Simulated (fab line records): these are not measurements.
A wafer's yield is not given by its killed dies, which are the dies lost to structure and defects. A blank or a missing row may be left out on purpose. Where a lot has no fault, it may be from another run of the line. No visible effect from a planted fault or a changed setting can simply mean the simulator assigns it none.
Which tool is to blame? ; flow n5 finfet ; 30 wafers from 10 lots sampled at 4 of the route's 1938 steps

## WHAT THE GAUGES READ, wafer by wafer
N5_BEOL_M4_INSPECT_59: inspects for defects (darkfield). Usual: 71 for raw defect count, sd 18.
lot;measured;on;raw defect count;flag
L729;day 8 01:44;defect inspect-02;93 66 59;
L731;day 8 21:05;defect inspect-01;55 76 77;
L732;day 8 19:31;defect inspect-01;66 84 55;
L733;day 9 01:25;defect inspect-02;58 119 44;
L736;day 10 11:19;defect inspect-02;56 85 49;
L737;day 10 15:40;defect inspect-01;102 108 74;
L738;day 10 18:26;defect inspect-01;60 60 72;
L746;day 12 20:42;defect inspect-02;97 74 87;
L747;day 13 01:29;defect inspect-02;92 38 53;
L748;day 13 05:13;defect inspect-02;86 54 55;

N5_BEOL_M4_RC_MEAS_101. Usual: DIBL_N 36.1 mV/V, standard deviation 1.3; DIBL_P 36.1 mV/V, standard deviation 1.7; IGATE_N 0.0129 nA/um, standard deviation 0.0015; IGATE_P 0.0038 nA/um, standard deviation 0.00045; IOFF_N 0.154 nA/um, standard deviation 0.022; IOFF_P 0.201 nA/um, standard deviation 0.024; ION_N 675 uA/um, standard deviation 8.9; ION_P 462 uA/um, standard deviation 5.9; SS_N 71.5 mV/dec, standard deviation 0.49; SS_P 73.3 mV/dec, standard deviation 0.58; VT_N 250.0 mV, standard deviation 2.7; VT_P -251.3 mV, standard deviation 2.7.
lot;measured;on;DIBL_N (mV/V);DIBL_P (mV/V);IGATE_N (nA/um);IGATE_P (nA/um);IOFF_N (nA/um);IOFF_P (nA/um);ION_N (uA/um);ION_P (uA/um);SS_N (mV/dec);SS_P (mV/dec);VT_N (mV);VT_P (mV);flag
L729;day 8 02:04;prober-02;34.0 33.7 33.8;33.8 33.7 33.5;0.0130 0.0136 0.0115;0.0038 0.0040 0.0034;0.133 0.128 0.129;0.171 0.170 0.167;662 672 662;449 464 456;71.7 71.9 71.2;72.9 73.1 72.6;250.9 254.0 252.7;-255.2 -254.0 -255.0;
L731;day 8 21:16;prober-02;37.6 38.4 35.2;37.2 38.5 34.9;0.0141 0.0123 0.0133;0.0043 0.0037 0.0040;0.164 0.181 0.134;0.216 0.235 0.184;681 684 681;468 468 466;71.6 72.1 71.5;73.5 73.9 73.4;250.3 248.3 252.3;-249.2 -249.2 -253.5;
L732;day 8 19:33;prober-01;36.1 35.2 34.5;37.1 35.6 35.4;0.0129 0.0128 0.0137;0.0039 0.0038 0.0040;0.179 0.158 0.144;0.224 0.199 0.200;685 682 669;463 461 465;71.1 71.2 71.1;73.4 73.2 73.5;247.2 248.8 252.7;-246.5 -250.6 -250.5;
L733;day 9 01:45;prober-01;35.5 35.4 35.1;35.7 34.5 34.4;0.0124 0.0141 0.0134;0.0038 0.0044 0.0041;0.139 0.133 0.133;0.213 0.200 0.200;673 656 663;460 459 461;72.1 71.7 71.3;73.3 72.9 72.8;251.8 253.1 249.9;-249.5 -248.3 -248.9;
L736;day 10 11:20;prober-01;35.2 36.0 36.5;35.5 35.5 36.9;0.0122 0.0134 0.0159;0.0035 0.0039 0.0047;0.131 0.134 0.146;0.189 0.192 0.214;672 668 676;461 463 465;71.0 71.3 71.0;73.0 72.4 73.2;251.7 250.1 249.3;-250.1 -248.9 -249.1;
L737;day 10 15:41;prober-02;35.2 35.0 36.8;34.1 35.0 36.7;0.0129 0.0140 0.0120;0.0038 0.0041 0.0036;0.136 0.151 0.176;0.174 0.192 0.218;662 672 679;452 460 462;71.4 71.7 71.6;72.9 73.4 74.1;253.5 252.1 247.8;-250.5 -250.9 -250.6;
L738;day 10 18:28;prober-01;36.3 37.7 34.9;35.6 37.2 33.8;0.0110 0.0129 0.0114;0.0033 0.0039 0.0034;0.127 0.162 0.116;0.182 0.205 0.165;662 672 664;455 460 455;71.1 71.3 70.9;72.7 74.0 72.9;252.8 249.4 253.7;-253.7 -252.9 -253.3;
L746;day 12 20:43;prober-02;35.5 36.6 34.9;36.1 36.9 35.4;0.0188 0.0110 0.0121;0.0056 0.0032 0.0036;0.134 0.141 0.122;0.175 0.189 0.162;671 667 659;458 456 453;70.8 71.6 70.7;73.5 73.5 72.5;250.8 252.9 253.9;-252.8 -256.0 -256.0;
L747;day 13 01:31;prober-01;34.9 33.7 36.5;34.9 32.6 36.5;0.0179 0.0163 0.0109;0.0053 0.0048 0.0032;0.143 0.115 0.167;0.189 0.156 0.208;679 670 680;467 458 468;71.7 71.2 72.3;72.5 72.7 73.0;249.9 252.8 248.5;-252.8 -253.0 -249.7;
L748;day 13 05:14;prober-02;38.8 38.5 36.1;38.7 38.0 35.9;0.0116 0.0126 0.0129;0.0035 0.0039 0.0039;0.206 0.195 0.144;0.234 0.228 0.182;693 696 675;465 471 458;72.0 71.5 71.0;74.5 74.8 73.2;246.4 247.9 250.5;-251.8 -251.2 -255.0;

## TOOL THAT RAN EACH LOT (tool first, then ch and the chambers of the sampled wafers, then the start)
lot;N5_HKMG_FIN_IL_REGROW_00;N5_BEOL_M4_ANNEAL_95
L729;ald hk-02 ch 0,2,3, day 4 05:53;pvd sputter-01, day 8 00:18
L731;ald hk-02 ch 0,2, day 4 18:41;pvd sputter-02, day 8 19:51
L732;ald hk-02 ch 1,3, day 4 23:52;pvd sputter-03, day 8 18:14
L733;ald hk-03 ch 0,1,2, day 5 05:43;pvd sputter-01, day 8 23:56
L736;ald hk-03 ch 1,2,3, day 5 23:38;pvd sputter-01, day 10 10:03
L737;ald hk-02 ch 1,2,3, day 6 05:26;pvd sputter-03, day 10 13:55
L738;ald hk-02 ch 1,2,3, day 6 13:49;pvd sputter-02, day 10 17:09
L746;ald hk-02 ch 0,3, day 8 10:31;pvd sputter-01, day 12 19:29
L747;ald hk-02 ch 0,1, day 8 17:07;pvd sputter-03, day 13 00:16
L748;ald hk-01 ch 0,1,3, day 8 23:47;pvd sputter-01, day 13 04:00
- N5_HKMG_FIN_IL_REGROW_00: material SiO2, chemistry O3, target thk 0.75 nm, time 30 s.
- N5_BEOL_M4_ANNEAL_95: time 240 s.

## AS READ BY THE TOOLS THEMSELVES (means over the sampled wafers that have a number; for cases with no such wafer, the mark the record gives instead)
N5_BEOL_M4_ANNEAL_95. Usual: heater power w 839 W, standard deviation 93; susceptor temp C 400.01 C, standard deviation 0.25.
lot;tool;heater power w (W);susceptor temp C (C);flag
L729;pvd sputter-01;897;400.04;
L731;pvd sputter-02;868;400.29;
L732;pvd sputter-03;849;399.96;
L733;pvd sputter-01;882;399.86;
L736;pvd sputter-01;827;399.93;
L737;pvd sputter-03;960;400.08;
L738;pvd sputter-02;819;400.08;
L746;pvd sputter-01;797;400.09;
L747;pvd sputter-03;859;399.82;
L748;pvd sputter-01;817;399.77;

## THE ANSWER, worked out from the rows above alone
Rule: take the mean of a lot's wafers that have a number; if it is more than 3 standard deviations from the usual mean, the lot is off. Also off: a lot with no number at a reading for which 4 or more lots have one. The other lots that the step has rows for count as sound. Order of review: gauges by route order, followed by the tools' own readings, for which a lot's mean as printed above is used. The first step at which some lot is off is used, and at that step the reading that is off furthest; a lot without a number counts as furthest.
No lot is off on any of the readings shown, so nothing can be concluded from this.

## WHAT THE SIMULATOR PUT IN
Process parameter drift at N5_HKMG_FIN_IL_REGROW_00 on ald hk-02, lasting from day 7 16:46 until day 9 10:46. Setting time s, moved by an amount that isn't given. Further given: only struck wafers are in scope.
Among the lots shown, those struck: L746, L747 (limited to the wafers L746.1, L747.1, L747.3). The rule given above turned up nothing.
